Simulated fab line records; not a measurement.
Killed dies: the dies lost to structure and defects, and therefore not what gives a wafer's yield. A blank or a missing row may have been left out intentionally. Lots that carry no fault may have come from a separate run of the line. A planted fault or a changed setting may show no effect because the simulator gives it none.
Matching of chambers + flow n5 finfet + pecvd-01 running N5_BEOL_M13_DEP_53: 3 sister chambers
The step deposits SiCN from 3MS/NH3, target thk 50 nm, time 17.8 s. 3 wafers are shown with their chamber, then 9 later ones without.

== WAFERS, EACH WITH ITS CHAMBER ==
| wafer  | chamber | throttle valve pct (%) |
|--------|---------|------------------------|
| L084.4 | 2       | 16.2                   |
| L085.4 | 0       | 19.4                   |
| L085.6 | 1       | 18.6                   |

== WAFERS MISSING THEIR CHAMBER ==
| wafer  | throttle valve pct (%) |
|--------|------------------------|
| L092.2 | 18.8                   |
| L092.3 | 19.4                   |
| L092.5 | 18.7                   |
| L095.2 | 19.2                   |
| L095.3 | 16.4                   |
| L095.4 | 18.5                   |
| L097.2 | 16.4                   |
| L097.3 | 18.6                   |
| L097.4 | 19.3                   |

== EACH ONE'S CHAMBER ==
| wafer  | from the rows above | in truth |
|--------|---------------------|----------|
| L092.2 | 1                   | 1        |
| L092.3 | 0                   | 0        |
| L092.5 | 1                   | 1        |
| L095.2 | 0                   | 0        |
| L095.3 | 2                   | 2        |
| L095.4 | 1                   | 1        |
| L097.2 | 2                   | 2        |
| L097.3 | 1                   | 1        |
| L097.4 | 0                   | 0        |
Placed correctly: 9 of 9. Number that these rows cannot place: 0. Wrongly placed: 0.
How it was worked out, from the rows above alone: a wafer's distance from a chamber is the root of the sum, over the readings, of the square of ((its reading less the chamber's mean) divided by the reading's scatter). If the next closest chamber is less than 2 further off than the closest, the wafer can't be placed; otherwise it belongs to the closest. Each chamber's mean is taken over the wafers shown for it. The scatter: with one shown wafer a chamber, the root of the mean of the squares of how far each hidden wafer lies from its nearest shown one.
